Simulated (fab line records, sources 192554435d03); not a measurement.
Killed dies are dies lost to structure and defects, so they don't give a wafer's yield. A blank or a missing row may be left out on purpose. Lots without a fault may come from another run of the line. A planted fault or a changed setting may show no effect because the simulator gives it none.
Which tool did it? | flow n5_finfet | 20 lots, 60 wafers sampled, at 6 steps of a route of 1938

WHAT THE GAUGES READ, wafer by wafer
N5_BEOL_M1_OCD_MEAS_38.
lot  | measured     | on     | trench_depth_nm (nm)
L075 | day 6 11:59  | ocd-01 | 54.8 55.5 55.4
L077 | day 7 01:21  | ocd-01 | 55.9 54.4 55.2
L078 | day 7 13:02  | ocd-01 | 57.0 55.5 55.0
L080 | day 7 20:49  | ocd-02 | 54.3 55.6 55.3
L082 | day 8 14:53  | ocd-02 | 55.5 56.0 54.8
L083 | day 8 15:22  | ocd-01 | 55.0 54.9 55.4
L084 | day 8 22:44  | ocd-02 | 53.9 53.4 54.9
L085 | day 9 08:17  | ocd-02 | 55.3 55.3 55.0
L086 | day 9 12:15  | ocd-02 | 54.7 54.9 55.6
L087 | day 9 20:07  | ocd-02 | 54.8 54.4 55.1
L088 | day 9 23:30  | ocd-01 | 54.3 54.1 53.6
L089 | day 10 04:56 | ocd-01 | 55.1 54.7 55.3
L090 | day 10 11:53 | ocd-02 | 54.1 53.7 52.9
L091 | day 10 12:16 | ocd-02 | 54.6 55.6 55.8
L092 | day 11 03:41 | ocd-01 | 54.6 53.6 54.7
L093 | day 11 04:34 | ocd-02 | 54.8 53.4 54.1
L094 | day 11 08:34 | ocd-02 | 53.8 54.6 52.8
L095 | day 12 05:13 | ocd-01 | 54.4 54.2 53.8
L096 | day 12 05:47 | ocd-01 | 53.0 52.5 54.1
L097 | day 12 10:57 | ocd-01 | 54.2 55.1 54.7

WHICH TOOL RAN EACH LOT (tool, then ch and the chambers of the sampled wafers, then the start)
lot  | N5_BEOL_M0_STRIP_140               | N5_BEOL_M0_STRIP_104               | N5_BEOL_M0_TRENCH_ETCH_107         | N5_BEOL_M1_ETCH_63                 | N5_BEOL_M1_TRENCH_ETCH_37
L075 | rie_diel-03 ch 0,3, day 6 00:23    | rie_diel-03 ch 0,3, day 6 00:24    | rie_diel-03 ch 0,2, day 6 00:35    | rie_diel-01 ch 0,2,3, day 6 05:54  | rie_diel-04 ch 1,2, day 6 11:59 or earlier
L077 | rie_diel-05 ch 0,3, day 6 11:17    | rie_diel-05 ch 0,3, day 6 11:19    | rie_diel-02 ch 2,3, day 6 12:11    | rie_diel-01 ch 1,2,3, day 6 19:17  | rie_diel-04 ch 0,1,3, day 7 01:21 or earlier
L078 | rie_diel-05 ch 0,2, day 6 21:35    | rie_diel-05 ch 0,2, day 6 21:36    | rie_diel-03 ch 1,2, day 6 21:53    | rie_diel-06 ch 0,3, day 7 03:54    | rie_diel-06 ch 0,1,2, day 7 13:02 or earlier
L080 | rie_diel-02 ch 0,3, day 7 07:04    | rie_diel-02 ch 0,3, day 7 07:05    | rie_diel-02 ch 0,1, day 7 07:17    | rie_diel-06 ch 0,2,3, day 7 12:16  | rie_diel-06 ch 0,1, day 7 20:49 or earlier
L082 | rie_diel-02 ch 1,3, day 7 19:21    | rie_diel-02 ch 1,3, day 7 19:22    | rie_diel-02 ch 1,3, day 7 19:59    | rie_diel-06 ch 0,3, day 8 02:05    | rie_diel-01 ch 1,3, day 8 14:53 or earlier
L083 | rie_diel-03 ch 0,1, day 8 03:06    | rie_diel-03 ch 0,1, day 8 03:07    | rie_diel-05 ch 2,3, day 8 03:38    | rie_diel-01 ch 0,2,3, day 8 10:22  | rie_diel-04 ch 0,1,3, day 8 15:22 or earlier
L084 | rie_diel-02 ch 1,2,3, day 8 13:49  | rie_diel-02 ch 1,2,3, day 8 13:50  | rie_diel-02 ch 0,1,2, day 8 14:01  | rie_diel-01 ch 1,2,3, day 8 19:26  | rie_diel-01 ch 0,1,3, day 8 22:44 or earlier
L085 | rie_diel-02 ch 1,2,3, day 8 18:28  | rie_diel-02 ch 1,2,3, day 8 18:29  | rie_diel-02 ch 0,1,2, day 8 19:04  | rie_diel-01 ch 0,1,3, day 9 01:45  | rie_diel-04 ch 0,3, day 9 08:17 or earlier
L086 | rie_diel-02 ch 0,1,3, day 9 03:32  | rie_diel-02 ch 0,1,3, day 9 03:34  | rie_diel-05 ch 0,2, day 9 03:43    | rie_diel-06 ch 1,2, day 9 10:21    | rie_diel-04 ch 0,2,3, day 9 12:15 or earlier
L087 | rie_diel-02 ch 0,3, day 9 09:19    | rie_diel-02 ch 0,3, day 9 09:20    | rie_diel-03 ch 0,1, day 9 09:43    | rie_diel-04 ch 0,1, day 9 16:35    | rie_diel-04 ch 1,3, day 9 20:07 or earlier
L088 | rie_diel-03 ch 0,3, day 9 12:44    | rie_diel-03 ch 0,3, day 9 12:46    | rie_diel-03 ch 0,3, day 9 12:57    | rie_diel-06 ch 0,1,3, day 9 21:52  | rie_diel-01 ch 2,3, day 9 23:30 or earlier
L089 | rie_diel-03 ch 0,1,3, day 9 19:07  | rie_diel-03 ch 0,1,3, day 9 19:08  | rie_diel-03 ch 0,1,3, day 9 19:18  | rie_diel-04 ch 0,1, day 10 03:22   | rie_diel-04 ch 0,3, day 10 04:56 or earlier
L090 | rie_diel-05 ch 0,1,2, day 9 23:44  | rie_diel-05 ch 0,1,2, day 9 23:45  | rie_diel-03 ch 0,3, day 9 23:55    | rie_diel-01 ch 0,1,3, day 10 08:55 | rie_diel-01 ch 2,3, day 10 11:53 or earlier
L091 | rie_diel-05 ch 1,2,3, day 10 02:55 | rie_diel-05 ch 1,2,3, day 10 02:56 | rie_diel-02 ch 0,1,3, day 10 03:06 | rie_diel-06 ch 2,3, day 10 10:22   | rie_diel-06 ch 0,1,3, day 10 12:16 or earlier
L092 | rie_diel-02 ch 0,1,3, day 10 15:50 | rie_diel-02 ch 0,1,3, day 10 15:51 | rie_diel-02 ch 1,3, day 10 16:01   | rie_diel-04 ch 0,1, day 11 01:20   | rie_diel-04 ch 0,2, day 11 03:41 or earlier
L093 | rie_diel-02 ch 0,2, day 10 17:50   | rie_diel-02 ch 0,2, day 10 17:52   | rie_diel-03 ch 1,2,3, day 10 18:02 | rie_diel-06 ch 0,2, day 11 02:52   | rie_diel-01 ch 1,3, day 11 04:34 or earlier
L094 | rie_diel-02 ch 0,1, day 10 23:44   | rie_diel-02 ch 0,1, day 10 23:46   | rie_diel-05 ch 0,3, day 10 23:56   | rie_diel-06 ch 1,2, day 11 05:14   | rie_diel-01 ch 0,1, day 11 08:34 or earlier
L095 | rie_diel-05 ch 0,2,3, day 11 12:58 | rie_diel-05 ch 0,2,3, day 11 12:59 | rie_diel-02 ch 0,1,3, day 11 13:35 | rie_diel-06 ch 0,1,3, day 11 23:19 | rie_diel-01 ch 0,2, day 12 05:13 or earlier
L096 | rie_diel-02 ch 0,2,3, day 11 18:55 | rie_diel-02 ch 0,2,3, day 11 18:56 | rie_diel-05 ch 1,2,3, day 11 19:10 | rie_diel-01 ch 0,1,2, day 12 02:46 | rie_diel-01 ch 0,1, day 12 05:47 or earlier
L097 | rie_diel-05 ch 1,2, day 11 22:23   | rie_diel-05 ch 1,2, day 11 22:24   | rie_diel-05 ch 1,2,3, day 11 22:34 | rie_diel-06 ch 2,3, day 12 06:08   | rie_diel-04 ch 0,3, day 12 10:57 or earlier
- N5_BEOL_M0_STRIP_140: strips in CF4.
- N5_BEOL_M0_STRIP_104: strips in N2/H2.
- N5_BEOL_M0_TRENCH_ETCH_107: etches SiOC in C4F6/O2, target depth 32.8 nm, time 16.4 s.
- N5_BEOL_M1_ETCH_63: etches SiARC in CF4, target depth 15.6 nm, time 26 s.
- N5_BEOL_M1_TRENCH_ETCH_37: etches SiOC in C4F6/O2, target depth 55.207 nm, time 29 s.

WHAT THE TOOLS THEMSELVES READ (means of the sampled wafers that have a number; where no wafer has one, the mark that the record gives instead)
N5_BEOL_M0_STRIP_140.
lot  | tool        | drypump_motor_current_A (A) | oes_product_au (a.u.) | rf_vpp_V (V) | showerhead_plenum_p_Torr (Torr) | throttle_valve_pct (%)
L075 | rie_diel-03 | 6.0                         | 0.71                  | 271.6        | 1.79                            | 13.56
L077 | rie_diel-05 | 6.3                         | 0.71                  | 272.3        | 1.84                            | 13.72
L078 | rie_diel-05 | 5.7                         | 0.78                  | 272.2        | 1.82                            | 13.39
L080 | rie_diel-02 | 6.1                         | 0.82                  | 270.0        | 1.71                            | 13.54
L082 | rie_diel-02 | 5.6                         | 0.77                  | 270.7        | 1.81                            | 13.46
L083 | rie_diel-03 | 6.3                         | 0.74                  | 271.1        | 1.79                            | 13.64
L084 | rie_diel-02 | 5.7                         | 0.75                  | 271.3        | 1.79                            | 13.64
L085 | rie_diel-02 | 5.7                         | 0.75                  | 270.3        | 1.79                            | 13.64
L086 | rie_diel-02 | 5.9                         | 0.76                  | 270.7        | 1.74                            | 13.56
L087 | rie_diel-02 | 6.1                         | 0.80                  | 268.7        | 1.71                            | 13.58
L088 | rie_diel-03 | 6.0                         | 0.69                  | 271.0        | 1.78                            | 13.63
L089 | rie_diel-03 | 6.2                         | 0.71                  | 270.9        | 1.78                            | 13.65
L090 | rie_diel-05 | 5.5                         | 0.74                  | 270.8        | 1.81                            | 13.55
L091 | rie_diel-05 | 5.7                         | 0.75                  | 271.5        | 1.80                            | 13.64
L092 | rie_diel-02 | 5.9                         | 0.75                  | 269.6        | 1.74                            | 13.59
L093 | rie_diel-02 | 6.0                         | 0.85                  | 270.1        | 1.73                            | 13.49
L094 | rie_diel-02 | 5.7                         | 0.71                  | 271.7        | 1.77                            | 13.57
L095 | rie_diel-05 | 5.9                         | 0.74                  | 271.3        | 1.81                            | 13.59
L096 | rie_diel-02 | 6.0                         | 0.80                  | 269.2        | 1.71                            | 13.56
L097 | rie_diel-05 | 5.4                         | 0.79                  | 271.2        | 1.77                            | 13.47

N5_BEOL_M0_STRIP_104.
lot  | tool        | drypump_motor_current_A (A) | oes_product_au (a.u.) | rf_vpp_V (V) | showerhead_plenum_p_Torr (Torr) | throttle_valve_pct (%)
L075 | rie_diel-03 | 6.1                         | 0.71                  | 59.0         | 2.54                            | 23.48
L077 | rie_diel-05 | 6.2                         | 0.71                  | 58.9         | 2.63                            | 23.89
L078 | rie_diel-05 | 5.7                         | 0.79                  | 59.3         | 2.57                            | 23.42
L080 | rie_diel-02 | 6.1                         | 0.83                  | 59.6         | 2.42                            | 23.54
L082 | rie_diel-02 | 5.6                         | 0.77                  | 60.7         | 2.59                            | 23.62
L083 | rie_diel-03 | 6.3                         | 0.74                  | 58.6         | 2.53                            | 23.52
L084 | rie_diel-02 | 5.7                         | 0.76                  | 60.2         | 2.53                            | 23.70
L085 | rie_diel-02 | 5.7                         | 0.75                  | 59.5         | 2.53                            | 23.71
L086 | rie_diel-02 | 5.9                         | 0.78                  | 58.9         | 2.48                            | 23.62
L087 | rie_diel-02 | 6.1                         | 0.80                  | 58.1         | 2.42                            | 23.56
L088 | rie_diel-03 | 6.0                         | 0.71                  | 58.5         | 2.52                            | 23.52
L089 | rie_diel-03 | 6.2                         | 0.71                  | 58.3         | 2.52                            | 23.53
L090 | rie_diel-05 | 5.5                         | 0.77                  | 58.5         | 2.56                            | 23.45
L091 | rie_diel-05 | 5.7                         | 0.76                  | 59.5         | 2.57                            | 23.65
L092 | rie_diel-02 | 5.9                         | 0.75                  | 58.9         | 2.47                            | 23.63
L093 | rie_diel-02 | 6.0                         | 0.86                  | 57.2         | 2.43                            | 23.56
L094 | rie_diel-02 | 5.7                         | 0.72                  | 59.3         | 2.54                            | 23.69
L095 | rie_diel-05 | 5.9                         | 0.76                  | 58.7         | 2.56                            | 23.65
L096 | rie_diel-02 | 6.0                         | 0.80                  | 58.5         | 2.41                            | 23.57
L097 | rie_diel-05 | 5.4                         | 0.82                  | 60.6         | 2.51                            | 23.36

N5_BEOL_M0_TRENCH_ETCH_107.
lot  | tool        | C4F6_flow_sccm (sccm) | drypump_motor_current_A (A) | oes_product_au (a.u.) | rf_vpp_V (V) | showerhead_plenum_p_Torr (Torr) | throttle_valve_pct (%)
L075 | rie_diel-03 | 9.993                 | 5.7                         | 0.69                  | 653          | 2.81                            | 20.88
L077 | rie_diel-02 | 9.960                 | 5.8                         | 0.76                  | 684          | 2.79                            | 20.98
L078 | rie_diel-03 | 9.991                 | 5.8                         | 0.72                  | 647          | 2.83                            | 20.90
L080 | rie_diel-02 | 10.016                | 5.7                         | 0.75                  | 676          | 2.86                            | 20.88
L082 | rie_diel-02 | 9.978                 | 5.6                         | 0.77                  | 671          | 2.91                            | 20.84
L083 | rie_diel-05 | 10.012                | 6.2                         | 0.79                  | 677          | 2.89                            | 20.96
L084 | rie_diel-02 | 10.015                | 5.8                         | 0.72                  | 681          | 2.80                            | 20.97
L085 | rie_diel-02 | 10.013                | 5.8                         | 0.72                  | 681          | 2.80                            | 20.98
L086 | rie_diel-05 | 10.026                | 5.7                         | 0.77                  | 673          | 2.88                            | 20.69
L087 | rie_diel-03 | 10.027                | 6.4                         | 0.73                  | 650          | 2.84                            | 20.97
L088 | rie_diel-03 | 10.011                | 6.0                         | 0.70                  | 652          | 2.82                            | 20.76
L089 | rie_diel-03 | 10.023                | 6.2                         | 0.72                  | 651          | 2.83                            | 20.87
L090 | rie_diel-03 | 10.013                | 6.1                         | 0.70                  | 651          | 2.82                            | 20.77
L091 | rie_diel-02 | 9.991                 | 5.9                         | 0.76                  | 669          | 2.78                            | 20.91
L092 | rie_diel-02 | 9.993                 | 5.6                         | 0.75                  | 671          | 2.89                            | 20.88
L093 | rie_diel-03 | 9.983                 | 5.9                         | 0.81                  | 647          | 2.83                            | 20.72
L094 | rie_diel-05 | 9.989                 | 6.3                         | 0.69                  | 670          | 2.93                            | 21.06
L095 | rie_diel-02 | 10.015                | 5.9                         | 0.75                  | 668          | 2.78                            | 20.93
L096 | rie_diel-05 | 10.047                | 5.7                         | 0.74                  | 674          | 2.88                            | 20.99
L097 | rie_diel-05 | 9.987                 | 5.7                         | 0.74                  | 674          | 2.88                            | 20.99

N5_BEOL_M1_ETCH_63.
lot  | tool        | drypump_motor_current_A (A) | etch_rf_on_time_s (s) | oes_product_au (a.u.) | rf_vpp_V (V) | showerhead_plenum_p_Torr (Torr) | throttle_valve_pct (%)
L075 | rie_diel-01 | 5.7                         | 26.6                  | 0.62                  | 183.4        | 2.14                            | 15.79
L077 | rie_diel-01 | 5.8                         | 26.2                  | 0.63                  | 185.3        | 2.17                            | 15.73
L078 | rie_diel-06 | 5.8                         | 25.8                  | 0.63                  | 183.7        | 2.18                            | 15.77
L080 | rie_diel-06 | 5.5                         | 25.6                  | 0.70                  | 183.9        | 2.20                            | 15.64
L082 | rie_diel-06 | 5.8                         | 26.3                  | 0.62                  | 184.6        | 2.17                            | 15.79
L083 | rie_diel-01 | 5.8                         | 27.0                  | 0.61                  | 184.0        | 2.14                            | 15.79
L084 | rie_diel-01 | 5.8                         | 26.3                  | 0.63                  | 184.6        | 2.17                            | 15.74
L085 | rie_diel-01 | 6.2                         | 26.4                  | 0.61                  | 184.1        | 2.11                            | 15.81
L086 | rie_diel-06 | 5.0                         | 25.4                  | 0.74                  | 184.9        | 2.18                            | 15.47
L087 | rie_diel-04 | 5.4                         | 25.6                  | 0.62                  | 184.8        | 2.20                            | 15.92
L088 | rie_diel-06 | 5.8                         | 26.1                  | 0.63                  | 184.3        | 2.10                            | 15.70
L089 | rie_diel-04 | 5.4                         | 25.5                  | 0.62                  | 185.2        | 2.20                            | 15.94
L090 | rie_diel-01 | 6.2                         | 26.4                  | 0.61                  | 184.0        | 2.10                            | 15.83
L091 | rie_diel-06 | 5.7                         | 25.3                  | 0.67                  | 184.0        | 2.16                            | 15.67
L092 | rie_diel-04 | 5.4                         | 26.1                  | 0.62                  | 185.1        | 2.20                            | 15.83
L093 | rie_diel-06 | 5.3                         | 26.0                  | 0.66                  | 185.0        | 2.22                            | 15.72
L094 | rie_diel-06 | 5.3                         | 25.4                  | 0.70                  | 184.0        | 2.08                            | 15.50
L095 | rie_diel-06 | 5.8                         | 26.0                  | 0.69                  | 183.3        | 2.09                            | 15.56
L096 | rie_diel-01 | 5.9                         | 26.3                  | 0.62                  | 184.1        | 2.14                            | 15.89
L097 | rie_diel-06 | 5.2                         | 25.1                  | 0.78                  | 185.0        | 2.21                            | 15.41

N5_BEOL_M1_TRENCH_ETCH_37.
lot  | tool        | C4F6_flow_sccm (sccm) | drypump_motor_current_A (A) | oes_product_au (a.u.) | rf_vpp_V (V) | showerhead_plenum_p_Torr (Torr) | throttle_valve_pct (%)
L075 | rie_diel-04 | 9.999                 | 5.6                         | 0.77                  | 669          | 2.91                            | 21.00
L077 | rie_diel-04 | 9.974                 | 5.6                         | 0.73                  | 675          | 2.94                            | 21.02
L078 | rie_diel-06 | 10.007                | 5.3                         | 0.83                  | 667          | 2.86                            | 20.76
L080 | rie_diel-06 | 10.005                | 5.5                         | 0.76                  | 669          | 2.73                            | 20.76
L082 | rie_diel-01 | 10.023                | 6.1                         | 0.72                  | 678          | 2.83                            | 20.89
L083 | rie_diel-04 | 10.017                | 5.6                         | 0.72                  | 674          | 2.93                            | 21.04
L084 | rie_diel-01 | 9.987                 | 6.2                         | 0.72                  | 671          | 2.79                            | 21.00
L085 | rie_diel-04 | 10.020                | 5.8                         | 0.71                  | 670          | 2.93                            | 20.94
L086 | rie_diel-04 | 10.002                | 5.7                         | 0.76                  | 666          | 2.92                            | 20.85
L087 | rie_diel-04 | 9.979                 | 5.6                         | 0.69                  | 672          | 2.91                            | 21.14
L088 | rie_diel-01 | 9.957                 | 5.6                         | 0.71                  | 676          | 2.88                            | 20.96
L089 | rie_diel-04 | 9.980                 | 5.6                         | 0.73                  | 676          | 2.95                            | 20.97
L090 | rie_diel-01 | 10.002                | 5.4                         | 0.73                  | 671          | 2.93                            | 21.05
L091 | rie_diel-06 | 10.032                | 5.7                         | 0.73                  | 664          | 2.78                            | 20.91
L092 | rie_diel-04 | 9.988                 | 5.5                         | 0.77                  | 671          | 2.92                            | 20.90
L093 | rie_diel-01 | 9.968                 | 6.3                         | 0.72                  | 674          | 2.82                            | 20.94
L094 | rie_diel-01 | 9.999                 | 6.3                         | 0.72                  | 668          | 2.78                            | 21.04
L095 | rie_diel-01 | 10.012                | 5.5                         | 0.72                  | 663          | 2.89                            | 21.16
L096 | rie_diel-01 | 9.988                 | 6.3                         | 0.70                  | 664          | 2.74                            | 21.13
L097 | rie_diel-04 | 10.023                | 5.8                         | 0.88                  | 668          | 2.92                            | 20.65

THE ANSWER, worked out from the rows above alone
Rule: what is usual is taken from the lots themselves. Put in order of their means at a reading, lots are off if they are a third of the lots or fewer, leave a main group of 4 or more, and stand apart from it by a gap of 3 or more times the standard deviation of the main group's means; of several such gaps the widest counts. A main group whose means are all the same, to the digits that the tables above print for the reading, isn't used. A lot without any number at a reading at which 4 lots or more have one is off too. The other lots that the step has rows for count as sound. The gauges are gone through in route order, then the tools' own readings, and for those a lot's mean is taken as printed above. The first step at which some lot is off is used, and at that step the reading that is off furthest; a lot without a number counts as furthest.
No lot is off at any reading shown: from this, nothing can be told.

WHAT THE SIMULATOR HAD PUT IN
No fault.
